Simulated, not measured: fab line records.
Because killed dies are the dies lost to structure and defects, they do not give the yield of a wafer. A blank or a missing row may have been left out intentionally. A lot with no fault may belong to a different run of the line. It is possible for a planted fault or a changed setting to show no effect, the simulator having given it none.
fab line records :: flow n5-finfet :: part 2 of 2: steps 25 to 31 of 31
[record]
  lots = 5
  wafers = 15
  last-day = 17
route steps=1938 shown ILD0@339 SDB@347
lots that met no fault: taken from a fault-free run of the same line
start-h: the number of hours between the record's first day and the start of the first shown wafer of the lot :: wait-h: hours since the lot's step before :: " as in the row above :: L1.1+2: a single row standing in for several wafers :: - value missing, or start not given :: * or withheld: withheld :: < > ~ a bound
route shown NAME@n: NAME is a module with steps in the file, n the number in the route of the first one :: usual: mean/standard deviation taken from wafers without a fault :: same: alike in all rows :: chamber/n: place in a boat :: sites: readings site by site :: _std_site: their standard deviation :: _edge_site: outer sites' mean less inner sites' :: radius-mm: for every site, how far away it sits from the centre of the wafer :: mask NAME#n: copy n :: behind: tool/chamber where the wafer was last shaped :: hold: the reason the lot was held/the length of the hold in hours/how it ended :: device: names the non-switching transistor (n, p or np) :: end of line: the route-end tests of the same wafers :: a step without rows: its recipe alone :: killed: count of dies lost to structure and defects at first sort (not the wafer's yield) :: map: shows each die of a wafer: x if killed, . if not, _ if none is there
set.NAME: the setting as run; set.NAME@STEP: as run at that earlier step :: model.NAME: the simulator's own value behind a step, which no gauge read
a table for each step, a row for each wafer; lots at some steps of the route
services: a tool's chamber out of use, with start hour (start-h, from the record's first day; less than 0 if before it), hours out, and reason
[[steps]]
[step N5_SDB_STRIP_21]
[recipe]
  chemistry = CF4
  resist = SiARC
  power-w = 300
  bias-power-w = 75
  pressure-mtorr = 50
  cf4-flow-sccm = 150
  rf-frequency-hz = 6e+07
[usual]
  drypump-motor-current-A = 5.4/0.47
  oes-product-au = 0.79/0.065
  rf-vpp-V = 271.3/1.6
  showerhead-plenum-p-Torr = 1.80/0.061
  throttle-valve-pct = 13.58/0.26
lot.wafer: L080.1
tool: rie-diel-06
chamber: 3
start-h: 102.58
wait-h: 0.0
drypump-motor-current-A: 4.9
oes-product-au: 0.84
rf-hours-counter-h: 52
rf-vpp-V: 271.5
showerhead-plenum-p-Torr: 1.75
throttle-valve-pct: 13.15

lot.wafer: L080.5
tool: rie-diel-06
chamber: 1
start-h: 102.58
wait-h: 0.0
drypump-motor-current-A: 5.3
oes-product-au: 0.81
rf-hours-counter-h: -
rf-vpp-V: 272.5
showerhead-plenum-p-Torr: 1.83
throttle-valve-pct: 13.53

lot.wafer: L080.6
tool: rie-diel-06
chamber: 2
start-h: 102.58
wait-h: 0.0
drypump-motor-current-A: 5.2
oes-product-au: 0.82
rf-hours-counter-h: -
rf-vpp-V: 268.5
showerhead-plenum-p-Torr: 1.74
throttle-valve-pct: 13.55

lot.wafer: L086.1
tool: rie-diel-06
chamber: 3
start-h: 139.57
wait-h: 0.0
drypump-motor-current-A: 4.9
oes-product-au: 0.82
rf-hours-counter-h: 65
rf-vpp-V: 269.2
showerhead-plenum-p-Torr: 1.74
throttle-valve-pct: 13.16

lot.wafer: L086.3
tool: rie-diel-06
chamber: 2
start-h: 139.57
wait-h: 0.0
drypump-motor-current-A: 5.2
oes-product-au: 0.80
rf-hours-counter-h: 97
rf-vpp-V: 268.6
showerhead-plenum-p-Torr: 1.73
throttle-valve-pct: 13.59

lot.wafer: L086.5
tool: rie-diel-06
chamber: 3
start-h: 139.57
wait-h: 0.0
drypump-motor-current-A: 4.9
oes-product-au: 0.83
rf-hours-counter-h: -
rf-vpp-V: 270.8
showerhead-plenum-p-Torr: 1.74
throttle-valve-pct: 13.17

lot.wafer: L090.1
tool: rie-diel-01
chamber: 2
start-h: 164.49
wait-h: 0.0
drypump-motor-current-A: 5.2
oes-product-au: 0.79
rf-hours-counter-h: 104
rf-vpp-V: 272.6
showerhead-plenum-p-Torr: 1.88
throttle-valve-pct: 13.80

lot.wafer: L090.5
tool: rie-diel-01
chamber: 2
start-h: 164.49
wait-h: 0.0
drypump-motor-current-A: 5.1
oes-product-au: 0.79
rf-hours-counter-h: -
rf-vpp-V: 273.8
showerhead-plenum-p-Torr: 1.88
throttle-valve-pct: 13.80

lot.wafer: L090.6
tool: rie-diel-01
chamber: 1
start-h: 164.49
wait-h: 0.0
drypump-motor-current-A: 5.7
oes-product-au: 0.96
rf-hours-counter-h: -
rf-vpp-V: 270.6
showerhead-plenum-p-Torr: 1.77
throttle-valve-pct: 13.28

lot.wafer: L095.2
tool: rie-diel-06
chamber: 2
start-h: 192.52
wait-h: 0.0
drypump-motor-current-A: 5.2
oes-product-au: 0.79
rf-hours-counter-h: 115
rf-vpp-V: 269.7
showerhead-plenum-p-Torr: 1.73
throttle-valve-pct: 13.63

lot.wafer: L095.3
tool: rie-diel-06
chamber: 1
start-h: 192.52
wait-h: 0.0
drypump-motor-current-A: 5.4
oes-product-au: 0.78
rf-hours-counter-h: 107
rf-vpp-V: 271.1
showerhead-plenum-p-Torr: 1.82
throttle-valve-pct: 13.60

lot.wafer: L095.6
tool: rie-diel-06
chamber: 2
start-h: 192.52
wait-h: 0.0
drypump-motor-current-A: 5.2
oes-product-au: 0.79
rf-hours-counter-h: -
rf-vpp-V: 270.7
showerhead-plenum-p-Torr: 1.73
throttle-valve-pct: 13.62

lot.wafer: L097.2
tool: rie-diel-06
chamber: 3
start-h: 205.90
wait-h: 0.0
drypump-motor-current-A: 4.9
oes-product-au: 0.80
rf-hours-counter-h: 89
rf-vpp-V: 269.8
showerhead-plenum-p-Torr: 1.74
throttle-valve-pct: 13.23

lot.wafer: L097.4
tool: rie-diel-06
chamber: 2
start-h: 205.90
wait-h: 0.0
drypump-motor-current-A: 5.2
oes-product-au: 0.78
rf-hours-counter-h: 121
rf-vpp-V: 270.1
showerhead-plenum-p-Torr: 1.73
throttle-valve-pct: 13.64

lot.wafer: L097.6
tool: rie-diel-06
chamber: 0
start-h: 205.90
wait-h: 0.0
drypump-motor-current-A: 5.0
oes-product-au: 0.71
rf-hours-counter-h: -
rf-vpp-V: 271.9
showerhead-plenum-p-Torr: 1.85
throttle-valve-pct: 13.86
[step N5_SDB_HM_OPEN_20]
[recipe]
  chemistry = CH3F/O2
  target = SiNx
  mask-material = SOC
  target-depth-a = 240
  stop-on = poly-Si
  over-etch-frac = 0.4
  ion-energy-ev = 120
  pressure-mtorr = 30
  source-w = 395
  bias-w = 73
  Ar_flow_sccm = 150
  CH3F_flow_sccm = 30
  O2_flow_sccm = 20
[usual]
  drypump-motor-current-A = 5.4/0.47
  oes-product-au = 0.65/0.056
  rf-vpp-V = 298/4.3
  showerhead-plenum-p-Torr = 2.01/0.07
  throttle-valve-pct = 16.33/0.25
lot.wafer: L080.1
tool: rie-diel-06
chamber: 3
start-h: 102.60
wait-h: 0.0
drypump-motor-current-A: 4.9
oes-product-au: 0.68
rf-hours-counter-h: 52
rf-vpp-V: 302
showerhead-plenum-p-Torr: 1.94
throttle-valve-pct: 15.89

lot.wafer: L080.5
tool: rie-diel-06
chamber: 1
start-h: 102.60
wait-h: 0.0
drypump-motor-current-A: 5.4
oes-product-au: 0.67
rf-hours-counter-h: -
rf-vpp-V: 303
showerhead-plenum-p-Torr: 2.04
throttle-valve-pct: 16.30

lot.wafer: L080.6
tool: rie-diel-06
chamber: 2
start-h: 102.60
wait-h: 0.0
drypump-motor-current-A: 5.2
oes-product-au: 0.67
rf-hours-counter-h: -
rf-vpp-V: 301
showerhead-plenum-p-Torr: 1.94
throttle-valve-pct: 16.33

lot.wafer: L086.1
tool: rie-diel-06
chamber: 3
start-h: 139.59
wait-h: 0.0
drypump-motor-current-A: 4.9
oes-product-au: 0.68
rf-hours-counter-h: 65
rf-vpp-V: 301
showerhead-plenum-p-Torr: 1.94
throttle-valve-pct: 15.93

lot.wafer: L086.3
tool: rie-diel-06
chamber: 2
start-h: 139.59
wait-h: 0.0
drypump-motor-current-A: 5.3
oes-product-au: 0.66
rf-hours-counter-h: 97
rf-vpp-V: 300
showerhead-plenum-p-Torr: 1.93
throttle-valve-pct: 16.36

lot.wafer: L086.5
tool: rie-diel-06
chamber: 3
start-h: 139.59
wait-h: 0.0
drypump-motor-current-A: 4.9
oes-product-au: 0.69
rf-hours-counter-h: -
rf-vpp-V: 302
showerhead-plenum-p-Torr: 1.94
throttle-valve-pct: 15.91

lot.wafer: L090.1
tool: rie-diel-01
chamber: 2
start-h: 164.51
wait-h: 0.0
drypump-motor-current-A: 5.1
oes-product-au: 0.64
rf-hours-counter-h: 104
rf-vpp-V: 294
showerhead-plenum-p-Torr: 2.11
throttle-valve-pct: 16.64

lot.wafer: L090.5
tool: rie-diel-01
chamber: 2
start-h: 164.51
wait-h: 0.0
drypump-motor-current-A: 5.1
oes-product-au: 0.66
rf-hours-counter-h: -
rf-vpp-V: 294
showerhead-plenum-p-Torr: 2.11
throttle-valve-pct: 16.63

lot.wafer: L090.6
tool: rie-diel-01
chamber: 1
start-h: 164.51
wait-h: 0.0
drypump-motor-current-A: 5.8
oes-product-au: 0.80
rf-hours-counter-h: -
rf-vpp-V: 290
showerhead-plenum-p-Torr: 1.97
throttle-valve-pct: 16.09

lot.wafer: L095.2
tool: rie-diel-06
chamber: 2
start-h: 192.54
wait-h: 0.0
drypump-motor-current-A: 5.2
oes-product-au: 0.66
rf-hours-counter-h: 115
rf-vpp-V: 301
showerhead-plenum-p-Torr: 1.93
throttle-valve-pct: 16.38

lot.wafer: L095.3
tool: rie-diel-06
chamber: 1
start-h: 192.54
wait-h: 0.0
drypump-motor-current-A: 5.4
oes-product-au: 0.65
rf-hours-counter-h: 107
rf-vpp-V: 303
showerhead-plenum-p-Torr: 2.03
throttle-valve-pct: 16.37

lot.wafer: L095.6
tool: rie-diel-06
chamber: 2
start-h: 192.54
wait-h: 0.0
drypump-motor-current-A: 5.2
oes-product-au: 0.65
rf-hours-counter-h: -
rf-vpp-V: 300
showerhead-plenum-p-Torr: 1.93
throttle-valve-pct: 16.39

lot.wafer: L097.2
tool: rie-diel-06
chamber: 3
start-h: 205.92
wait-h: 0.0
drypump-motor-current-A: 4.9
oes-product-au: 0.66
rf-hours-counter-h: 89
rf-vpp-V: 300
showerhead-plenum-p-Torr: 1.93
throttle-valve-pct: 15.96

lot.wafer: L097.4
tool: rie-diel-06
chamber: 2
start-h: 205.92
wait-h: 0.0
drypump-motor-current-A: 5.2
oes-product-au: 0.65
rf-hours-counter-h: 121
rf-vpp-V: 301
showerhead-plenum-p-Torr: 1.92
throttle-valve-pct: 16.41

lot.wafer: L097.6
tool: rie-diel-06
chamber: 0
start-h: 205.92
wait-h: 0.0
drypump-motor-current-A: 5.0
oes-product-au: 0.60
rf-hours-counter-h: -
rf-vpp-V: 290
showerhead-plenum-p-Torr: 2.06
throttle-valve-pct: 16.55
[step N5_SDB_STRIP_22]
[recipe]
  chemistry = N2/H2
  power-w = 1000
  temp-c = 250
  h2-frac = 0.65
  overash-fraction = 0.3
  pressure-mtorr = withheld
  n2-flow-sccm = 1750
  h2-flow-sccm = 3250
[usual]
  drypump-motor-current-A = 5.7/0.39
  heater-power-w = 350/34
  oes-product-au = 0.715/0.0045
  strip-time-to-endpoint-s = 96.3/0.36
lot.wafer: L080.1
tool: plasma-asher-02
chamber: 0
start-h: 102.68
wait-h: 0.1
drypump-motor-current-A: 5.9
heater-power-w: 322
oes-product-au: 0.719
rf-hours-counter-h: 34
strip-time-to-endpoint-s: 96.9

lot.wafer: L080.5
tool: plasma-asher-02
chamber: 0
start-h: 102.68
wait-h: 0.1
drypump-motor-current-A: 5.9
heater-power-w: 320
oes-product-au: 0.723
rf-hours-counter-h: -
strip-time-to-endpoint-s: 96.7

lot.wafer: L080.6
tool: plasma-asher-02
chamber: 1
start-h: 102.68
wait-h: 0.1
drypump-motor-current-A: 5.6
heater-power-w: 406
oes-product-au: 0.713
rf-hours-counter-h: -
strip-time-to-endpoint-s: 96.6

lot.wafer: L086.1
tool: plasma-asher-01
chamber: 0
start-h: 139.67
wait-h: 0.1
drypump-motor-current-A: 5.2
heater-power-w: 366
oes-product-au: 0.719
rf-hours-counter-h: 108
strip-time-to-endpoint-s: 97.0

lot.wafer: L086.3
tool: plasma-asher-01
chamber: 1
start-h: 139.67
wait-h: 0.1
drypump-motor-current-A: 6.2
heater-power-w: 319
oes-product-au: 0.714
rf-hours-counter-h: -
strip-time-to-endpoint-s: 95.9

lot.wafer: L086.5
tool: plasma-asher-01
chamber: 1
start-h: 139.67
wait-h: 0.1
drypump-motor-current-A: 6.2
heater-power-w: 324
oes-product-au: 0.722
rf-hours-counter-h: -
strip-time-to-endpoint-s: 96.7

lot.wafer: L090.1
tool: plasma-asher-01
chamber: 0
start-h: 164.59
wait-h: 0.1
drypump-motor-current-A: 5.2
heater-power-w: 364
oes-product-au: 0.709
rf-hours-counter-h: 113
strip-time-to-endpoint-s: 96.6

lot.wafer: L090.5
tool: plasma-asher-01
chamber: 0
start-h: 164.59
wait-h: 0.1
drypump-motor-current-A: 5.2
heater-power-w: 374
oes-product-au: 0.718
rf-hours-counter-h: -
strip-time-to-endpoint-s: 96.7

lot.wafer: L090.6
tool: plasma-asher-01
chamber: 1
start-h: 164.59
wait-h: 0.1
drypump-motor-current-A: 6.2
heater-power-w: 315
oes-product-au: 0.708
rf-hours-counter-h: -
strip-time-to-endpoint-s: 96.1

lot.wafer: L095.2
tool: plasma-asher-02
chamber: 1
start-h: 192.62
wait-h: 0.1
drypump-motor-current-A: 5.7
heater-power-w: 400
oes-product-au: 0.708
rf-hours-counter-h: 51
strip-time-to-endpoint-s: 95.9

lot.wafer: L095.3
tool: plasma-asher-02
chamber: 1
start-h: 192.62
wait-h: 0.1
drypump-motor-current-A: 5.6
heater-power-w: 404
oes-product-au: 0.717
rf-hours-counter-h: -
strip-time-to-endpoint-s: 96.1

lot.wafer: L095.6
tool: plasma-asher-02
chamber: 0
start-h: 192.62
wait-h: 0.1
drypump-motor-current-A: 5.9
heater-power-w: 324
oes-product-au: 0.717
rf-hours-counter-h: -
strip-time-to-endpoint-s: 95.7

lot.wafer: L097.2
tool: plasma-asher-02
chamber: 0
start-h: 206.04
wait-h: 0.1
drypump-motor-current-A: 5.9
heater-power-w: 312
oes-product-au: 0.713
rf-hours-counter-h: 53
strip-time-to-endpoint-s: 96.6

lot.wafer: L097.4
tool: plasma-asher-02
chamber: 1
start-h: 206.04
wait-h: 0.1
drypump-motor-current-A: 5.6
heater-power-w: 406
oes-product-au: 0.714
rf-hours-counter-h: -
strip-time-to-endpoint-s: 95.6

lot.wafer: L097.6
tool: plasma-asher-02
chamber: 1
start-h: 206.04
wait-h: 0.1
drypump-motor-current-A: 5.6
heater-power-w: 404
oes-product-au: 0.724
rf-hours-counter-h: -
strip-time-to-endpoint-s: 96.6
[step N5_SDB_PRECLEAN_23]
[recipe]
  chemistry = dHF
  time-s = 30
  temp-c = 25
  dilution = withheld
lot.wafer: L080.1+5+6
tool: wet-bench-03
chamber: 1,2,5
start-h: 102.83
wait-h: 0.1

lot.wafer: L086.1+3+5
tool: wet-bench-03
chamber: 5,6,0
start-h: 139.82
wait-h: 0.1

lot.wafer: L090.1+5+6
tool: wet-bench-06
chamber: 2,4,7
start-h: 164.74
wait-h: 0.1

lot.wafer: L095.2+3+6
tool: wet-bench-03
chamber: 2,7,6
start-h: 192.77
wait-h: 0.1

lot.wafer: L097.2+4+6
tool: wet-bench-06
chamber: 3,4,7
start-h: 206.19
wait-h: 0.1
[step N5_SDB_DUMMY_REMOVE_24]
[recipe]
  chemistry = TMAH
  temp-c = 70
  target = poly-Si
  stop-on = SiO2
  target-depth-nm = 142
  conc-wt-pct = 5
  time-s = 57
  dry = ipa-marangoni
  rinse-time-s = 30
  rinse-temp-c = 23
[usual]
  conc-wt-pct = 5.00/0.046
lot.wafer: L080.1
tool: wet-bench-03
chamber: 1
start-h: 102.84
wait-h: 0.0
conc-wt-pct: 4.99

lot.wafer: L080.5
tool: wet-bench-03
chamber: 2
start-h: 102.84
wait-h: 0.0
conc-wt-pct: 5.00

lot.wafer: L080.6
tool: wet-bench-03
chamber: 5
start-h: 102.84
wait-h: 0.0
conc-wt-pct: 5.07

lot.wafer: L086.1
tool: wet-bench-03
chamber: 5
start-h: 139.83
wait-h: 0.0
conc-wt-pct: 4.95

lot.wafer: L086.3
tool: wet-bench-03
chamber: 6
start-h: 139.83
wait-h: 0.0
conc-wt-pct: 4.97

lot.wafer: L086.5
tool: wet-bench-03
chamber: 0
start-h: 139.83
wait-h: 0.0
conc-wt-pct: 4.99

lot.wafer: L090.1
tool: wet-bench-06
chamber: 2
start-h: 164.75
wait-h: 0.0
conc-wt-pct: 4.99

lot.wafer: L090.5
tool: wet-bench-06
chamber: 4
start-h: 164.75
wait-h: 0.0
conc-wt-pct: 4.94

lot.wafer: L090.6
tool: wet-bench-06
chamber: 7
start-h: 164.75
wait-h: 0.0
conc-wt-pct: 5.01

lot.wafer: L095.2
tool: wet-bench-03
chamber: 2
start-h: 192.78
wait-h: 0.0
conc-wt-pct: 4.97

lot.wafer: L095.3
tool: wet-bench-03
chamber: 7
start-h: 192.78
wait-h: 0.0
conc-wt-pct: 4.99

lot.wafer: L095.6
tool: wet-bench-03
chamber: 6
start-h: 192.78
wait-h: 0.0
conc-wt-pct: 5.01

lot.wafer: L097.2
tool: wet-bench-06
chamber: 3
start-h: 206.20
wait-h: 0.0
conc-wt-pct: 5.04

lot.wafer: L097.4
tool: wet-bench-06
chamber: 4
start-h: 206.20
wait-h: 0.0
conc-wt-pct: 4.98

lot.wafer: L097.6
tool: wet-bench-06
chamber: 7
start-h: 206.20
wait-h: 0.0
conc-wt-pct: 5.02
[step N5_SDB_ETCH_25]
[recipe]
  chemistry = C4F6/O2
  target = SiO2
  target-depth-a = 100
  time-s = 3.3
  ion-energy-ev = 250
  mask-material = SiNx
  pressure-mtorr = 30
  source-w = 345
  bias-w = 185
  Ar_flow_sccm = 300
  C4F6_flow_sccm = 10
  O2_flow_sccm = 10
[usual]
  drypump-motor-current-A = 5.5/0.51
  oes-product-au = 0.79/0.073
  rf-vpp-V = 666/8.8
  showerhead-plenum-p-Torr = 2.86/0.096
  throttle-valve-pct = 21.18/0.24
lot.wafer: L080.1
tool: rie-diel-01
chamber: 1
start-h: 102.90
wait-h: 0.0
drypump-motor-current-A: 5.7
oes-product-au: 0.69
rf-hours-counter-h: 238
rf-vpp-V: 651
showerhead-plenum-p-Torr: 2.80
throttle-valve-pct: 21.29

lot.wafer: L080.5
tool: rie-diel-01
chamber: 2
start-h: 102.90
wait-h: 0.0
drypump-motor-current-A: 5.1
oes-product-au: 0.81
rf-hours-counter-h: -
rf-vpp-V: 657
showerhead-plenum-p-Torr: 3.00
throttle-valve-pct: 21.51

lot.wafer: L080.6
tool: rie-diel-01
chamber: 3
start-h: 102.90
wait-h: 0.0
drypump-motor-current-A: 6.5
oes-product-au: 0.91
rf-hours-counter-h: -
rf-vpp-V: 675
showerhead-plenum-p-Torr: 3.01
throttle-valve-pct: 20.82

lot.wafer: L086.1
tool: rie-diel-06
chamber: 1
start-h: 139.89
wait-h: 0.0
drypump-motor-current-A: 5.4
oes-product-au: 0.81
rf-hours-counter-h: 89
rf-vpp-V: 679
showerhead-plenum-p-Torr: 2.89
throttle-valve-pct: 21.22

lot.wafer: L086.3
tool: rie-diel-06
chamber: 3
start-h: 139.89
wait-h: 0.0
drypump-motor-current-A: 4.9
oes-product-au: 0.83
rf-hours-counter-h: 65
rf-vpp-V: 675
showerhead-plenum-p-Torr: 2.76
throttle-valve-pct: 20.76

lot.wafer: L086.5
tool: rie-diel-06
chamber: 0
start-h: 139.89
wait-h: 0.0
drypump-motor-current-A: 5.0
oes-product-au: 0.74
rf-hours-counter-h: -
rf-vpp-V: 651
showerhead-plenum-p-Torr: 2.94
throttle-valve-pct: 21.37

lot.wafer: L090.1
tool: rie-diel-03
chamber: 2
start-h: 164.81
wait-h: 0.0
drypump-motor-current-A: 5.8
oes-product-au: 0.71
rf-hours-counter-h: 205
rf-vpp-V: 669
showerhead-plenum-p-Torr: 2.72
throttle-valve-pct: 21.40

lot.wafer: L090.5
tool: rie-diel-03
chamber: 1
start-h: 164.81
wait-h: 0.0
drypump-motor-current-A: 4.8
oes-product-au: 0.80
rf-hours-counter-h: -
rf-vpp-V: 665
showerhead-plenum-p-Torr: 2.78
throttle-valve-pct: 20.89

lot.wafer: L090.6
tool: rie-diel-03
chamber: 0
start-h: 164.81
wait-h: 0.0
drypump-motor-current-A: 6.3
oes-product-au: 0.71
rf-hours-counter-h: -
rf-vpp-V: 666
showerhead-plenum-p-Torr: 2.92
throttle-valve-pct: 21.34

lot.wafer: L095.2
tool: rie-diel-01
chamber: 0
start-h: 192.84
wait-h: 0.0
drypump-motor-current-A: 5.6
oes-product-au: 0.72
rf-hours-counter-h: 216
rf-vpp-V: 667
showerhead-plenum-p-Torr: 2.80
throttle-valve-pct: 21.31

lot.wafer: L095.3
tool: rie-diel-01
chamber: 2
start-h: 192.84
wait-h: 0.0
drypump-motor-current-A: 5.2
oes-product-au: 0.77
rf-hours-counter-h: 117
rf-vpp-V: 656
showerhead-plenum-p-Torr: 2.99
throttle-valve-pct: 21.56

lot.wafer: L095.6
tool: rie-diel-01
chamber: 1
start-h: 192.84
wait-h: 0.0
drypump-motor-current-A: 5.7
oes-product-au: 0.93
rf-hours-counter-h: -
rf-vpp-V: 650
showerhead-plenum-p-Torr: 2.79
throttle-valve-pct: 20.95

lot.wafer: L097.2
tool: rie-diel-03
chamber: 0
start-h: 206.44
wait-h: 0.2
drypump-motor-current-A: 6.3
oes-product-au: 0.69
rf-hours-counter-h: 230
rf-vpp-V: 668
showerhead-plenum-p-Torr: 2.92
throttle-valve-pct: 21.35

lot.wafer: L097.4
tool: rie-diel-03
chamber: 3
start-h: 206.44
wait-h: 0.2
drypump-motor-current-A: 5.7
oes-product-au: 0.91
rf-hours-counter-h: 25
rf-vpp-V: 671
showerhead-plenum-p-Torr: 2.90
throttle-valve-pct: 21.12

lot.wafer: L097.6
tool: rie-diel-03
chamber: 3
start-h: 206.44
wait-h: 0.2
drypump-motor-current-A: 5.8
oes-product-au: 0.91
rf-hours-counter-h: -
rf-vpp-V: 671
showerhead-plenum-p-Torr: 2.90
throttle-valve-pct: 21.11
[step N5_SDB_CUT_ETCH_26]
[recipe]
  chemistry = HBr/Cl2/O2
  target = Si
  target-depth-a = 1296
  bt-time-s = 20
  mask-material = SiNx
  time-s = 51.8
  ion-energy-ev = *
  bias-w = *
  pressure-mtorr = 10
  icp-w = 800
  HBr_flow_sccm = 150
  Cl2_flow_sccm = 80
  O2_flow_sccm = 12
[usual]
  drypump-motor-current-A = 5.8/0.53
  oes-product-au = 1.001/0.018
  throttle-valve-pct = 37.08/0.27
lot.wafer: L080.1
tool: rie-si-03
chamber: 0
start-h: 102.98
wait-h: 0.1
drypump-motor-current-A: 5.2
oes-product-au: 0.984
rf-hours-counter-h: 198
throttle-valve-pct: 37.19

lot.wafer: L080.5
tool: rie-si-03
chamber: 2
start-h: 102.98
wait-h: 0.1
drypump-motor-current-A: 6.7
oes-product-au: 1.012
rf-hours-counter-h: -
throttle-valve-pct: 37.14

lot.wafer: L080.6
tool: rie-si-03
chamber: 3
start-h: 102.98
wait-h: 0.1
drypump-motor-current-A: 5.5
oes-product-au: 1.027
rf-hours-counter-h: -
throttle-valve-pct: 36.42

lot.wafer: L086.1
tool: rie-si-02
chamber: 1
start-h: 139.97
wait-h: 0.1
drypump-motor-current-A: 6.3
oes-product-au: 1.009
rf-hours-counter-h: 4
throttle-valve-pct: 37.26

lot.wafer: L086.3
tool: rie-si-02
chamber: 0
start-h: 139.97
wait-h: 0.1
drypump-motor-current-A: 5.8
oes-product-au: 0.987
rf-hours-counter-h: 133
throttle-valve-pct: 37.41

lot.wafer: L086.5
tool: rie-si-02
chamber: 2
start-h: 139.97
wait-h: 0.1
drypump-motor-current-A: 6.1
oes-product-au: 0.971
rf-hours-counter-h: -
throttle-valve-pct: 36.86

lot.wafer: L090.1
tool: rie-si-02
chamber: 1
start-h: 164.90
wait-h: 0.1
drypump-motor-current-A: 6.3
oes-product-au: 1.018
rf-hours-counter-h: 5
throttle-valve-pct: 37.27

lot.wafer: L090.5
tool: rie-si-02
chamber: 0
start-h: 164.90
wait-h: 0.1
drypump-motor-current-A: 5.8
oes-product-au: 0.987
rf-hours-counter-h: -
throttle-valve-pct: 37.41

lot.wafer: L090.6
tool: rie-si-02
chamber: 1
start-h: 164.90
wait-h: 0.1
drypump-motor-current-A: 6.3
oes-product-au: 0.997
rf-hours-counter-h: -
throttle-valve-pct: 37.26

lot.wafer: L095.2
tool: rie-si-03
chamber: 2
start-h: 192.92
wait-h: 0.1
drypump-motor-current-A: 6.7
oes-product-au: 1.011
rf-hours-counter-h: 156
throttle-valve-pct: 37.14

lot.wafer: L095.3
tool: rie-si-03
chamber: 1
start-h: 192.92
wait-h: 0.1
drypump-motor-current-A: 5.5
oes-product-au: 1.020
rf-hours-counter-h: 71
throttle-valve-pct: 37.00

lot.wafer: L095.6
tool: rie-si-03
chamber: 0
start-h: 192.92
wait-h: 0.1
drypump-motor-current-A: 5.3
oes-product-au: 1.033
rf-hours-counter-h: -
throttle-valve-pct: 36.86

lot.wafer: L097.2
tool: rie-si-02
chamber: 0
start-h: 206.53
wait-h: 0.1
drypump-motor-current-A: 5.8
oes-product-au: 0.984
rf-hours-counter-h: 134
throttle-valve-pct: 37.41

lot.wafer: L097.4
tool: rie-si-02
chamber: 3
start-h: 206.53
wait-h: 0.1
drypump-motor-current-A: 5.0
oes-product-au: 0.987
rf-hours-counter-h: 71
throttle-valve-pct: 37.09

lot.wafer: L097.6
tool: rie-si-02
chamber: 1
start-h: 206.53
wait-h: 0.1
drypump-motor-current-A: 6.3
oes-product-au: 1.002
rf-hours-counter-h: -
throttle-valve-pct: 37.28
[[services]]
tool: plasma-asher-02
chamber: -
start-h: 82.43
hours: 0.9
kind: repair

tool: rie-diel-06
chamber: -
start-h: 89.79
hours: 0.7
kind: repair

tool: rie-si-03
chamber: 1
start-h: 91.18
hours: 11.2
kind: repair

tool: arfi-scanner-03
chamber: -
start-h: 104.21
hours: 7.7
kind: repair

tool: rie-si-02
chamber: 3
start-h: 104.78
hours: 3.9
kind: repair

tool: remote-plasma-02
chamber: -
start-h: 107.75
hours: 0.2
kind: repair

tool: cmp-02
chamber: -
start-h: 111.91
hours: 0.3
kind: repair

tool: arfi-scanner-03
chamber: -
start-h: 115.44
hours: 0.8
kind: pm

tool: cmp-02
chamber: -
start-h: 119.22
hours: 4.0
kind: pm

tool: cmp-01
chamber: -
start-h: 121.79
hours: 5.5
kind: pm

tool: rie-diel-03
chamber: 2
start-h: 140.46
hours: 3.9
kind: repair

tool: pecvd-03
chamber: -
start-h: 141.25
hours: 0.5
kind: repair

tool: arfi-scanner-03
chamber: -
start-h: 141.68
hours: 1.0
kind: pm

tool: rie-si-03
chamber: 0
start-h: 141.89
hours: 4.0
kind: repair

tool: ald-sin-02
chamber: 1
start-h: 152.03
hours: 4.5
kind: repair

tool: cmp-02
chamber: -
start-h: 152.72
hours: 2.9
kind: repair

tool: arfi-scanner-03
chamber: -
start-h: 157.05
hours: 1.6
kind: repair

tool: ald-sin-02
chamber: -
start-h: 180.96
hours: 14.6
kind: pm

tool: arfi-scanner-03
chamber: -
start-h: 181.52
hours: 1.3
kind: pm

tool: arfi-scanner-03
chamber: -
start-h: 182.82
hours: 1.0
kind: pm

tool: wet-bench-03
chamber: -
start-h: 185.04
hours: 1.2
kind: repair

tool: cmp-03
chamber: -
start-h: 185.30
hours: 6.0
kind: repair

tool: rie-diel-06
chamber: 0
start-h: 188.36
hours: 17.2
kind: repair

tool: cmp-01
chamber: -
start-h: 193.40
hours: 0.3
kind: repair
